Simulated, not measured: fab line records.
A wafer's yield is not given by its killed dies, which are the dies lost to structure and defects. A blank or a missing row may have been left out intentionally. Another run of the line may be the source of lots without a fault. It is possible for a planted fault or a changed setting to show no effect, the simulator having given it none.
Chamber matching / flow nand harc / NHARC_P_M2_ETCH_35 on rie diel-13 has 4 sister chambers
The step etches the open film in N2/H2, target depth 40 nm, overetch 12 nm, time 43.94 s. 14 wafers are shown with their chamber, then 7 later ones without.

WAFERS WITH THEIR CHAMBER
wafer=L826.1; chamber=1; drypump motor current A (A)=4.9; rf vpp V (V)=432.7; oes product au (a.u.)=0.995
wafer=L826.5; chamber=3; drypump motor current A (A)=5.8; rf vpp V (V)=432.1; oes product au (a.u.)=0.973
wafer=L826.6; chamber=1; drypump motor current A (A)=4.9; rf vpp V (V)=432.5; oes product au (a.u.)=0.988
wafer=L828.2; chamber=1; drypump motor current A (A)=4.9; rf vpp V (V)=433.2; oes product au (a.u.)=0.995
wafer=L828.4; chamber=0; drypump motor current A (A)=5.1; rf vpp V (V)=426.7; oes product au (a.u.)=0.975
wafer=L828.5; chamber=0; drypump motor current A (A)=5.1; rf vpp V (V)=425.2; oes product au (a.u.)=0.980
wafer=L831.2; chamber=1; drypump motor current A (A)=4.8; rf vpp V (V)=432.0; oes product au (a.u.)=0.983
wafer=L831.4; chamber=2; drypump motor current A (A)=5.1; rf vpp V (V)=436.1; oes product au (a.u.)=0.989
wafer=L831.6; chamber=0; drypump motor current A (A)=5.1; rf vpp V (V)=425.6; oes product au (a.u.)=0.984
wafer=L832.3; chamber=1; drypump motor current A (A)=4.8; rf vpp V (V)=432.3; oes product au (a.u.)=0.983
wafer=L832.4; chamber=3; drypump motor current A (A)=5.8; rf vpp V (V)=431.6; oes product au (a.u.)=1.002
wafer=L832.5; chamber=2; drypump motor current A (A)=5.1; rf vpp V (V)=433.8; oes product au (a.u.)=0.984
wafer=L834.1; chamber=1; drypump motor current A (A)=4.9; rf vpp V (V)=433.4; oes product au (a.u.)=0.987
wafer=L834.2; chamber=3; drypump motor current A (A)=5.8; rf vpp V (V)=432.1; oes product au (a.u.)=0.999

SIGNATURES (averages over the wafers above)
reading=drypump motor current A; chamber 0=5.100; chamber 1=4.867; chamber 2=5.100; chamber 3=5.800; scatter within a chamber=0.0365
reading=rf vpp V; chamber 0=425.833; chamber 1=432.683; chamber 2=434.950; chamber 3=431.933; scatter within a chamber=0.738
reading=oes product au; chamber 0=0.97967; chamber 1=0.98850; chamber 2=0.98650; chamber 3=0.99133; scatter within a chamber=0.00842
Rule: for each reading, subtract the chamber's mean from the wafer's reading, divide by that reading's scatter and square the result; add these up over the readings and take the root, which gives the wafer's distance from the chamber. If the next closest chamber is less than 2 further off than the closest, the wafer can't be placed; otherwise it belongs to the closest. The scatter is the square root of a quotient: the sum, over the shown wafers, of each reading's squared deviation from its chamber's mean, divided by wafers minus chambers.

WAFERS WITHOUT THEIR CHAMBER
wafer=L834.6; drypump motor current A (A)=4.9; rf vpp V (V)=431.3; oes product au (a.u.)=0.996
wafer=L837.2; drypump motor current A (A)=4.8; rf vpp V (V)=432.6; oes product au (a.u.)=1.009
wafer=L837.5; drypump motor current A (A)=5.1; rf vpp V (V)=435.2; oes product au (a.u.)=1.012
wafer=L837.6; drypump motor current A (A)=5.8; rf vpp V (V)=430.8; oes product au (a.u.)=0.999
wafer=L849.1; drypump motor current A (A)=4.8; rf vpp V (V)=431.7; oes product au (a.u.)=0.978
wafer=L849.3; drypump motor current A (A)=5.1; rf vpp V (V)=434.8; oes product au (a.u.)=0.987
wafer=L849.5; drypump motor current A (A)=5.2; rf vpp V (V)=433.8; oes product au (a.u.)=0.980

WHICH CHAMBER EACH ONE RAN IN
wafer=L834.6; from the rows above=1; in truth=1
wafer=L837.2; from the rows above=1; in truth=1
wafer=L837.5; from the rows above=2; in truth=2
wafer=L837.6; from the rows above=3; in truth=3
wafer=L849.1; from the rows above=1; in truth=1
wafer=L849.3; from the rows above=2; in truth=2
wafer=L849.5; from the rows above=2; in truth=2
7 of 7 placed correctly. From these rows, 0 cannot be placed. Wrongly placed: 0.
